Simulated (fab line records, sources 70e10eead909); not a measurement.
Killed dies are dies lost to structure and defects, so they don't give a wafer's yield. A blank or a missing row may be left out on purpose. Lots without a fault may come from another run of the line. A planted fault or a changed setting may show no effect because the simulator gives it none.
fab line records | flow nand_harc
record lots=12 wafers=36 last_day=34
route steps=1302 shown A_SLIT@936 A_WL_FILL@954 END@1302
lots that met no fault: from a run of the same line without faults
start_h: hours from the record's first day to the start of the lot's first wafer shown | wait_h: hours since the lot's step before | " the same as in the row above | L1.1+2: a row that stands for several wafers | - no value, or no start given | * or withheld: withheld | < > ~ a bound
route shown NAME@n: a module of which the file shows steps, and the number in the route of the first | usual: mean/standard deviation of fault-free wafers | same: alike in all rows | chamber/n: place in a boat | sites: the reading at each site | _std_site: their standard deviation | _edge_site: outer sites' mean less inner sites' | radius_mm: how far each site lies from the wafer's centre | mask NAME#n: copy n | behind: the tool/chamber that last shaped the wafer | hold: why the lot was held/for how many hours/how that ended | device: the transistor (n, p or np) that didn't switch | end of line: the same wafers' tests at the end of the route | a step without rows: its recipe alone | killed: dies lost to structure and defects at the first sort, not the wafer's yield | map: a wafer's dies, x killed, . not, _ none there
set.NAME: the setting as run; set.NAME@STEP: as run at that earlier step | model.NAME: the simulator's own value behind a step, which no gauge read
steps of the route over a sample of lots; a table a step, a row a wafer
services: from which hour (start_h, from the record's first day; less than 0 if before it) a tool's chamber was out of use, for how many hours, and why
## steps
# step NHARC_A_SLIT_DESCUM_14
# recipe time_s=3 o2_flow_sccm=200 ar_flow_sccm=0 bias_power_w=0 chemistry=O2
# usual drypump_motor_current_A=5.5/0.4 mfc_ar_sccm=0.006/0.014 oes_product_au=1.002/0.011 rf_vpp_V=57.7/0.99 showerhead_plenum_p_Torr=1.91/0.1 throttle_valve_pct=11.312/0.0089
# columns lot.wafer tool chamber start_h wait_h drypump_motor_current_A mfc_ar_sccm oes_product_au rf_hours_counter_h rf_vpp_V showerhead_plenum_p_Torr throttle_valve_pct
L563.2 rie_diel-02 0 439.15 0.1 5.1 0 1.001 2 56.1 1.79 11.311
L563.5 " 2 " " 6.2 0 1.007 - 58.1 1.96 11.300
L563.6 " 3 " " 5.8 0 1.016 - 58.2 1.80 11.316
L566.1 rie_diel-07 2 487.46 0.1 4.9 0 1.007 1 57.0 1.83 11.306
L566.3 " 1 " " 5.2 0 0.999 0 57.2 2.05 11.309
L566.5 " 2 " " 4.8 0 1.007 - 58.3 1.83 11.321
L568.2 rie_diel-02 0 506.11 0.1 5.1 0 1.002 6 56.6 1.79 11.315
L568.3 " 1 " " 5.5 0 0.997 5 56.2 1.83 11.312
L568.4 " 3 " " 5.8 0 1.001 - 56.8 1.79 11.323
L570.4 rie_diel-03 1 513.76 0.1 5.8 0 0.996 2 59.2 2.04 11.304
L570.5 " 2 " " 5.5 0.032 1.009 - 57.6 1.91 11.321
L570.6 " 3 " " 6.1 0 1.006 - 57.6 2.05 11.303
L571.2 rie_diel-03 3 531.55 0.1 6.2 0 1.000 3 58.8 2.05 11.294
L571.4 " 0 " " 5.7 0 0.985 3 57.6 1.84 11.315
L571.1 " 1 " " 5.8 0 0.999 3 58.3 2.04 11.303
L573.4 rie_diel-03 3 557.45 0.1 6.2 0 1.005 5 57.7 2.05 11.310
L573.2 " 0 " " 5.7 0 0.984 5 56.3 1.84 11.325
L573.5 " 0 " " 5.7 0 0.983 - 57.3 1.84 11.311
L574.1 rie_diel-02 2 561.32 0.1 6.2 0 1.008 5 57.5 1.96 11.310
L574.3 " 3 " " 5.8 0 1.000 11 55.9 1.79 11.327
L574.6 " 2 " " 6.2 0 1.001 - 56.6 1.96 11.298
L578.1 rie_diel-07 3 599.12 0.1 5.7 0.045 1.003 8 57.6 2.01 11.327
L578.4 " 0 " " 4.9 0 0.993 6 57.7 1.92 11.322
L578.5 " 3 " " 5.7 0.045 1.003 - 57.9 2.01 11.319
L582.6 rie_diel-02 0 647.08 0.1 5.1 0 1.021 - 58.0 1.79 11.319
L582.4 " 1 " " 5.5 0 0.991 - 57.3 1.82 11.308
L582.5 " 2 " " 6.1 0 1.014 - 57.9 1.96 11.297
L583.4 rie_diel-03 2 647.27 0.1 5.5 0.032 1.021 0 57.0 1.91 11.293
L583.1 " 3 " " 6.1 0 1.008 0 58.3 2.05 11.315
L583.6 " 2 " " 5.5 0.032 1.012 - 57.6 1.91 11.311
L585.4 rie_diel-03 2 679.48 0.1 5.4 0.032 1.016 2 57.0 1.91 11.312
L585.1 " 3 " " 6.1 0 1.019 2 56.1 2.04 11.308
L585.6 " 1 " " 5.8 0 1.008 - 58.7 2.04 11.312
L586.2 rie_diel-02 0 700.80 0.1 5.1 0 1.025 9 57.7 1.79 11.311
L586.3 " 1 " " 5.5 0 0.992 - 58.6 1.82 11.319
L586.5 " 1 " " 5.5 0 0.990 - 55.9 1.82 11.340
# step NHARC_A_SLIT_ETCH_17
# recipe bias_v=900 source_w=withheld pressure_mtorr=20 ar_flow_sccm=375 c4f8_flow_sccm=83.3 o2_flow_sccm=41.7 time_s=4254.5 target_depth_a=2.03e+05 chemistry=C4F8/O2/Ar
# usual drypump_motor_current_A=5.6/0.45 mfc_ar_sccm=375.0/1.1 showerhead_plenum_p_Torr=3.62/0.16 throttle_valve_pct=32.047/0.0094
# columns lot.wafer tool chamber start_h wait_h drypump_motor_current_A mfc_ar_sccm rf_hours_counter_h showerhead_plenum_p_Torr throttle_valve_pct
L563.2 har_etch-02 0 440.39 - 4.9 374.5 24 3.61 32.050
L563.5 " 0 442.81 - 4.9 375.2 - 3.61 32.050
L563.6 " 1 " " 5.5 374.7 - 3.92 32.052
L566.1 har_etch-01 0 488.71 - 5.5 376.5 279 3.45 32.043
L566.3 " 1 490.51 - 6.2 375.1 - 3.63 32.037
L566.5 " 0 " " 5.5 374.8 - 3.45 32.025
L568.2 har_etch-01 0 512.67 - 5.5 373.9 291 3.45 32.040
L568.4 " 1 " " 6.2 374.5 - 3.63 32.043
L568.3 " 0 " " 5.5 374.0 - 3.45 32.031
L570.4 har_etch-01 1 521.52 - 6.2 375.2 - 3.62 32.057
L570.6 " 0 " " 5.4 375.5 - 3.44 32.076
L570.5 " 1 " " 6.2 375.2 - 3.62 32.037
L571.2 har_etch-02 0 532.82 - 4.9 375.7 77 3.58 32.038
L571.1 " 1 " " 5.5 374.1 77 3.89 32.046
L571.4 " 0 " " 4.9 377.3 - 3.58 32.048
L573.2 har_etch-02 0 558.70 - 4.9 375.9 89 3.57 32.027
L573.4 " 0 559.92 - 4.9 373.3 - 3.57 32.057
L573.5 " 1 561.75 - 5.5 375.0 - 3.88 32.043
L574.1 har_etch-02 0 562.56 - 4.9 375.3 92 3.57 32.041
L574.3 " 0 563.78 - 4.9 374.7 - 3.57 32.052
L574.6 " 1 565.60 - 5.5 375.4 - 3.88 32.038
L578.1 har_etch-02 1 601.34 - 5.5 375.7 119 3.86 32.052
L578.4 " 0 " " 4.9 376.0 - 3.56 32.043
L578.5 " 1 603.76 - 5.5 376.8 - 3.86 32.049
L583.1 har_etch-02 0 649.14 - 4.9 375.1 142 3.54 32.050
L583.4 " 0 650.36 - 4.9 377.0 - 3.54 32.046
L583.6 " 1 " " 5.5 376.3 - 3.85 32.049
L582.4 har_etch-01 1 651.17 - 6.2 377.9 - 3.59 32.041
L582.6 " 0 " " 5.5 373.2 - 3.41 32.052
L582.5 " 1 " " 6.2 377.1 - 3.59 32.052
L585.1 har_etch-01 1 681.33 - 6.2 374.9 386 3.58 32.064
L585.4 " 0 " " 5.5 373.2 - 3.40 32.061
L585.6 " 1 683.73 - 6.2 375.6 - 3.58 32.051
L586.2 har_etch-01 0 705.26 - 5.5 376.0 389 3.94 32.039
L586.3 " 1 707.06 - 6.2 375.5 - 3.57 32.055
L586.5 " 0 " " 5.5 377.1 - 3.94 32.044
# step NHARC_A_WL_FILL_ALD_02
# recipe target_thk_a=20 pulse_time_s=3 ald_cycles=100 temp_c=450 material=TiN
# usual ald_cycles=100/0 heater_power_w=1081/100 precursor_pulse_height_rel=0.996/0.02
# columns lot.wafer tool chamber start_h wait_h ald_cycles heater_power_w precursor_pulse_height_rel
L563.2 ald_metal-02 0 453.03 0.3 100 867 0.990
L563.5 " 1 " " 100 1104 0.985
L563.6 " 2 " " 100 1067 1.013
L566.3 ald_metal-04 3 500.52 0.2 100 1110 1.008
L566.1 " 1 " " 100 1126 0.988
L566.5 " 2 " " 100 1142 0.969
L568.4 ald_metal-04 2 524.60 0.1 100 1160 0.974
L568.3 " 3 " " 100 1115 0.994
L568.2 " 0 " " 100 1291 0.978
L570.4 ald_metal-03 3 532.12 0.2 100 967 1.031
L570.5 " 1 " " 100 1000 0.980
L570.6 " 2 " " 100 978 1.032
L571.4 ald_metal-04 1 545.06 0.1 100 1110 1.020
L571.2 " 2 " " 100 1140 1.033
L571.1 " 3 " " 100 1109 0.988
L573.4 ald_metal-04 0 571.07 0.1 128 1301 1.016
L573.2 " 3 " " 128 1091 0.985
L573.5 " 0 " " 100 1302 0.975
L574.3 ald_metal-04 3 573.94 0.1 100 1121 0.980
L574.1 " 1 " " 128 1099 0.986
L574.6 " 3 " " 100 1094 1.016
L578.4 ald_metal-03 2 612.34 0.1 100 1013 0.986
L578.1 " 0 " " 100 1041 0.987
L578.5 " 2 " " 100 1027 0.983
L583.1 ald_metal-03 0 665.01 0.3 100 1053 0.991
L583.4 " 1 " " 100 1098 0.992
L583.6 " 2 " " 100 1003 1.014
L582.4 ald_metal-03 2 665.23 0.2 100 1040 1.002
L582.6 " 0 " " 100 1071 0.976
L582.5 " 1 " " 100 1070 0.980
L585.4 ald_metal-03 1 693.26 0.2 100 1047 0.975
L585.1 " 2 " " 100 1034 0.970
L585.6 " 3 " " 100 972 0.985
L586.2 ald_metal-04 0 718.13 0.2 100 1275 0.980
L586.3 " 2 " " 100 1064 1.001
L586.5 " 3 " " 100 1122 1.013
# step NHARC_A_WL_FILL_CVD_03
# recipe target_thk_a=400 temp_c=300 pressure_torr=40 wf6_flow_sccm=40 h2_flow_sccm=1600 ar_flow_sccm=1560 time_s=279 material=W
# usual heater_power_w=472/31 mfc_ar_sccm=1561/5.1 throttle_valve_pct=7.9/0.37
# columns lot.wafer tool chamber start_h wait_h heater_power_w mfc_ar_sccm throttle_valve_pct
L563.2 cvd_w-01 1 453.37 0.1 506 1560 8.4
L563.6 " 1 " " 479 1557 8.3
L563.5 " 0 " " 431 1560 7.9
L566.1 cvd_w-02 0 500.92 0.1 503 1557 7.4
L566.3 " 0 " " 493 1559 7.2
L566.5 " 1 " " 461 1566 7.8
L568.2 cvd_w-02 1 525.04 0.1 456 1572 7.6
L568.4 " 1 " " 476 1564 7.8
L568.3 " 0 " " 502 1565 7.6
L570.4 cvd_w-02 0 532.58 0.2 488 1563 7.3
L570.6 " 0 " " 488 1564 7.5
L570.5 " 1 " " 474 1561 8.1
L571.1 cvd_w-01 1 545.49 0.1 492 1566 8.3
L571.2 " 0 " " 434 1562 8.0
L571.4 " 0 " " 437 1563 8.2
L573.2 cvd_w-02 0 571.50 0.1 494 1563 7.3
L573.4 " 0 " " 494 1565 7.3
L573.5 " 1 " " 483 1559 7.8
L574.1 cvd_w-02 0 574.42 0.1 494 1558 7.7
L574.3 " 0 " " 501 1562 7.4
L574.6 " 1 " " 463 1552 8.2
L578.1 cvd_w-02 0 612.74 0.1 502 1564 7.7
L578.4 " 1 " " 469 1551 8.0
L578.5 " 1 " " 469 1557 8.0
L583.1 cvd_w-02 1 665.42 0.1 493 1559 7.7
L583.4 " 1 " " 500 1551 8.0
L583.6 " 0 " " 499 1568 7.5
L582.4 cvd_w-01 0 665.80 0.3 415 1559 8.1
L582.6 " 0 " " 420 1559 8.1
L582.5 " 1 " " 463 1552 8.4
L585.1 cvd_w-01 1 693.62 0.1 466 1562 8.4
L585.4 " 0 " " 406 1561 8.1
L585.6 " 0 " " 426 1553 8.4
L586.2 cvd_w-02 0 718.58 0.1 499 1557 7.8
L586.3 " 0 " " 516 1562 7.5
L586.5 " 1 " " 504 1566 7.7
# step NHARC_END_SORT_01
# recipe temp_c=25
# usual killed_at_array=59/20 killed_at_other=0.8/1.2 killed_at_periphery=3.5/2.2 killed_dies=63/20 killed_open=3.3/1.8 killed_short=2.6/1.7
# same gross_dies=677
# columns lot.wafer tool chamber start_h wait_h killed_at_array killed_at_other killed_at_periphery killed_dies killed_open killed_short
L570.4 prober-02 0 637.23 3.4 68 0 1 69 2 0
L570.5 prober-02 0 638.03 3.7 85 1 2 88 4 2
L570.6 prober-02 0 638.83 4.0 72 0 1 73 3 1
L571.1 prober-01 0 642.64 2.5 39 0 0 39 3 6
L571.2 prober-01 0 643.45 2.8 28 0 2 30 5 2
L571.4 prober-01 0 645.06 3.4 39 0 4 43 4 7
L578.1 prober-01 0 709.96 2.5 43 0 3 46 4 1
L578.4 prober-01 0 712.36 3.4 37 0 3 40 3 1
L578.5 prober-01 0 713.16 3.7 38 0 1 39 2 2
L582.4 prober-01 0 763.93 3.4 76 2 5 83 7 3
L582.5 prober-01 0 764.73 3.7 60 3 7 70 2 3
L582.6 prober-01 0 765.52 4.0 63 4 1 68 2 2
# killed by level:class
L570.4 A_SLIT:chamber_film_flake=30 A_CHANNEL_HOLE_D1:chamber_film_flake=23 A_CHANNEL_HOLE_D2:chamber_film_flake=9 A_STAIRCASE:chamber_film_flake=4 P_GATE:geometric_particle:open=1 A_ONON_D1:geometric_particle:open=1 A_CONTACT:chamber_film_flake=1
L570.5 A_SLIT:chamber_film_flake=37 A_CHANNEL_HOLE_D1:chamber_film_flake=30 A_CHANNEL_HOLE_D2:chamber_film_flake=9 A_ONON_D1:geometric_particle:open=2 A_DECK1_JOINT:geometric_particle:open=1 A_ONON_D2:geometric_particle:open=1 A_SGD_CUT:geometric_particle:short=1 A_SLIT:geometric_particle:short=1
L570.6 A_SLIT:chamber_film_flake=33 A_CHANNEL_HOLE_D1:chamber_film_flake=23 A_CHANNEL_HOLE_D2:chamber_film_flake=9 A_CONTACT:chamber_film_flake=2 P_M0:geometric_particle:open=1 A_ONON_D1:geometric_particle:short=1 A_ONON_D1:geometric_particle:open=1 A_CONTACT:geometric_particle:open=1
L571.1 A_CHANNEL_HOLE_D2:chamber_film_flake=14 A_CONTACT:chamber_film_flake=5 A_CHANNEL_HOLE_D1:chamber_film_flake=3 A_ONON_D1:geometric_particle:short=2 A_DECK1_JOINT:geometric_particle:short=2 A_CHANNEL_FILL_D1:chamber_film_flake=2 A_STAIRCASE:chamber_film_flake=2 A_SLIT:chamber_film_flake=2
L571.2 A_CHANNEL_HOLE_D2:chamber_film_flake=12 A_CHANNEL_HOLE_D1:chamber_film_flake=6 A_CONTACT:chamber_film_flake=3 A_ONON_D1:geometric_particle:open=2 P_CONTACT:geometric_particle:open=1 A_SOURCE_PLATE:geometric_particle:short=1 A_ONON_D2:geometric_particle:open=1 A_CHANNEL_FILL_D2:geometric_particle:short=1
L571.4 A_CHANNEL_HOLE_D2:chamber_film_flake=16 A_CHANNEL_HOLE_D1:chamber_film_flake=5 A_CHANNEL_FILL_D2:chamber_film_flake=3 P_CONTACT:geometric_particle:short=2 A_CONTACT:geometric_particle:open=2 A_CHANNEL_FILL_D1:chamber_film_flake=2 A_STAIRCASE:chamber_film_flake=2 P_CONTACT:geometric_particle:open=1
L578.1 A_CHANNEL_HOLE_D1:chamber_film_flake=26 A_CONTACT:chamber_film_flake=7 A_SLIT:chamber_film_flake=3 P_CONTACT:geometric_particle:open=1 P_M0:geometric_particle:open=1 A_ONON_D1:geometric_particle:short=1 A_CHANNEL_HOLE_D1:geometric_particle:open=1 A_BLC:geometric_particle:open=1
L578.4 A_CHANNEL_HOLE_D1:chamber_film_flake=24 A_STAIRCASE:chamber_film_flake=3 A_CHANNEL_FILL_D2:chamber_film_flake=2 A_CONTACT:chamber_film_flake=2 A_ONON_D2:geometric_particle:short=1 A_ONON_D2:geometric_particle:open=1 A_CONTACT:geometric_particle:open=1 A_M0:geometric_particle:open=1
L578.5 A_CHANNEL_HOLE_D1:chamber_film_flake=23 A_STAIRCASE:chamber_film_flake=4 A_CONTACT:chamber_film_flake=3 A_SLIT:chamber_film_flake=2 A_WL_FILL:chamber_film_flake=2 P_M1:geometric_particle:open=1 A_ONON_D2:geometric_particle:short=1 A_CHANNEL_FILL_D2:geometric_particle:short=1
L582.4 A_CHANNEL_HOLE_D2:chamber_film_flake=29 A_SLIT:chamber_film_flake=22 A_CHANNEL_HOLE_D1:chamber_film_flake=12 P_STI:chamber_film_flake=3 A_STAIRCASE:chamber_film_flake=3 P_STI:geometric_particle:open=1 A_ONON_D1:geometric_particle:open=1 A_CHANNEL_FILL_D1:geometric_particle:open=1
L582.5 A_SLIT:chamber_film_flake=27 A_CHANNEL_HOLE_D2:chamber_film_flake=18 A_CHANNEL_HOLE_D1:chamber_film_flake=7 P_M2:chamber_film_flake=3 THIN_TSV:chamber_film_flake=3 P_GATE:chamber_film_flake=2 A_STAIRCASE:chamber_film_flake=2 P_M1:geometric_particle:open=1
L582.6 A_CHANNEL_HOLE_D2:chamber_film_flake=24 A_SLIT:chamber_film_flake=21 A_CHANNEL_HOLE_D1:chamber_film_flake=8 THIN_TSV:chamber_film_flake=4 A_DECK1_JOINT:chamber_film_flake=2 A_STAIRCASE:chamber_film_flake=2 A_CONTACT:chamber_film_flake=2 A_ONON_D1:geometric_particle:short=1
## services
# columns tool chamber start_h hours kind
rie_diel-03 1 444.40 4.3 repair
ald_metal-03 2 444.53 8.3 repair
cvd_w-02 - 450.00 13.0 pm
rie_diel-02 2 457.52 94.6 repair
rie_diel-03 - 458.30 9.0 pm
rie_diel-03 1 471.62 3.7 repair
ald_metal-04 - 478.84 10.0 pm
ald_metal-03 - 509.50 1.4 repair
cvd_w-02 - 510.69 0.7 repair
ald_metal-03 - 567.52 0.8 repair
rie_diel-02 - 570.70 9.0 pm
rie_diel-02 3 582.97 1.3 repair
rie_diel-03 2 584.97 7.5 repair
rie_diel-02 3 589.69 132.0 repair
rie_diel-02 1 607.53 4.4 repair
cvd_w-02 - 631.00 13.0 pm
rie_diel-03 - 635.30 9.0 pm
ald_metal-03 1 650.25 1.5 repair
ald_metal-04 - 656.84 10.0 pm
rie_diel-02 2 659.97 72.0 repair
rie_diel-03 1 664.96 4.9 repair
ald_metal-04 - 672.87 1.4 repair
rie_diel-03 3 688.27 2.8 repair
ald_metal-04 1 696.19 4.5 repair
## key
first_sign step=NHARC_A_WL_FILL_ALD_02 reading=ald_cycles direction=up sigmas=99+ usual=100 struck=128
effect none on later readings
met_at NHARC_A_WL_FILL_ALD_02
struck_lots L573,L574
struck_wafers L573.2,L573.4,L574.1
tester_left_out L573,L574
not_acting_at NHARC_A_SLIT_DESCUM_14,NHARC_A_SLIT_ETCH_17,NHARC_A_WL_FILL_CVD_03
onset_between 545.06 571.07
fault kind=process_parameter_drift tool=ald_metal-04 chamber=- onset_h=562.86 steps=NHARC_A_WL_FILL_ALD_02 channel=ald_cycles offset=28 shape=step end_h=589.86 scope=struck_wafers_only acts_in=these_recipes_only stated=100
# tester_left_out: of these lots the tester's yield and bins aren't shown, on N5 and GAA mostly nor the transistor test; their killed dies are dies lost to structure and defects alone, not to doping, threshold or leakage, so they don't give the yield
